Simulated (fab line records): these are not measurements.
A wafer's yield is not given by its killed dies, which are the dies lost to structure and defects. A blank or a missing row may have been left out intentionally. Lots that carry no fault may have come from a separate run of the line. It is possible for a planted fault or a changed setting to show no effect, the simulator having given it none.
Struck lot and sound lot, side by side | flow nandHarc | 15 steps out of a route of 1302
Sound: these wafers, L731.1, L731.3, L731.5. Struck: wafers L742.1, L742.4, L742.5. The cause is given at the end.
Per side, at each step with rows, come the tool, then ch with its chambers, and then its first start. Under that, the readings that differ: sound wafers | struck wafers | difference of the means | sigmas: that difference in standard deviations of wafers without a fault.
alike: a reading whose means differ by less than 2 such deviations, as well as words and numbers matching on both sides. not compared: withheld readings; readings where some wafer has no value; bounds like >300 that might hide an equal value; numbers whose values overlap and for which the record gives no deviation.
A row with sigmas, a row that says differs or no value, or rows on one side alone: a step with any of these is where the two part. Numbers that have no deviation but don't overlap get no sigmas and don't part them. A reading missing from all wafers of one side parts the sides only when that side holds two or more wafers.

NHARC_A_SGD_CUT_STRIP_17: strips in O2.
  sound: rieDiel-03 ch 2,3; struck: rieDiel-03 ch 0,2
  alike: drypumpMotorCurrentA, oesProductAu, rfVppV, showerheadPlenumPTorr, throttleValvePct
  not compared: rfHoursCounterH
then, 4 steps without rows for these wafers: NHARC_A_SGD_CUT_PRECLEAN_18 (cleans in SC1); NHARC_A_SGD_CUT_SRD_19; NHARC_A_SGD_CUT_DEP_20 (deposits SiO2, target thk 150 nm); NHARC_A_SGD_CUT_ANNEAL_27 (time 1800 s).
NHARC_A_SGD_CUT_CMP_21: polishes, target thk 148.19 nm.
  sound on cmp-04 ch 0,2,3, day 21 04:05; struck on cmp-01 ch 0,1,3, day 25 01:12
  alike: motorCurrentA, timeToEndpointS
NHARC_A_SGD_CUT_THK_MEAS_22: measures by ellipsometry.
  sound: filmMetro-02 at day 21 04:17; struck: filmMetro-01 at day 25 01:26
  alike: thkNm
then, 2 steps without rows for these wafers: NHARC_A_SGD_CUT_SRD_23; NHARC_A_SGD_CUT_ETCH_26 (etches SiO2 in dHF, target depth 45.8 nm).
NHARC_A_SGD_CUT_ETCHBACK_24: etches the open film in CH3F/O2, target depth 50 nm, time 92.857 s.
  sound on rieDiel-12 ch 1,2, day 21 04:30; struck on rieDiel-03 ch 0,3, day 25 01:40
  alike: biasW, drypumpMotorCurrentA, oesProductAu, rfVppV, showerheadPlenumPTorr, throttleValvePct
  not compared: rfHoursCounterH
NHARC_A_SGD_CUT_STRIP_28: strips in O2, time 20 s.
  sound: rieDiel-12 ch 0,3; struck: rieDiel-03 ch 1,2
  alike: drypumpMotorCurrentA, oesProductAu, rfVppV, showerheadPlenumPTorr, throttleValvePct
  not compared: rfHoursCounterH
NHARC_A_SGD_CUT_INSPECT_25:
  sound: defectInspect-01 at day 21 04:45; struck: defectInspect-01 at day 25 01:53
  alike: rawDefectCount
NHARC_A_SLIT_DEP_25: deposits SiO2, target thk 200 nm.
  sound on pecvd-01 ch 0,1,2, day 21 04:49; struck on pecvd-01 ch 0,1, day 25 02:02
  no value came back on the struck wafers for chamberPressureTorr (Torr), flowSccm (sccm), heaterPowerW (W), throttleValvePct (%); on the sound wafers chamberPressureTorr (Torr) reads 6.498 6.496 6.499
NHARC_A_SLIT_DEP_00: deposits aC, target thk 6200 nm.
  sound on aclDep-02 ch 0, day 21 05:09; struck on aclDep-02 ch 0, day 25 02:32
  alike: susceptorTempC, throttleValvePct
-- the record jumps here: 5 days lie between the struck wafers' starts before and after (it left off in module A_SLIT and takes up again in module END, whose first step shown is number 1302 of the route) --
NHARC_END_SORT_01:
  sound on prober-01 ch 0, day 26 01:34; struck on prober-01 ch 0, day 30 00:34
reading       | sound    | struck                                                            | difference                   | sigmas
hold          | - - -    | awaitDispo/3.4h/scrap awaitDispo/3.4h/scrap awaitDispo/3.4h/scrap | no value on the sound wafers | 
killedAtArray | 38 52 53 | 673 673 675                                                       | +626                         | +31
killedDies    | 39 53 58 | 677 677 677                                                       | +627                         | +31
  alike: killedAtOther, killedAtPeriphery, killedOpen, killedShort

== WHERE THEY PART ==
At NHARC_A_SLIT_DEP_25 first; at NHARC_END_SORT_01 last (within this record only).

WHY: what had been put in by the simulator
Entire step skipped (pecvd-01, NHARC_A_SLIT_DEP_25), from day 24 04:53 onward. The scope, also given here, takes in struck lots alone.
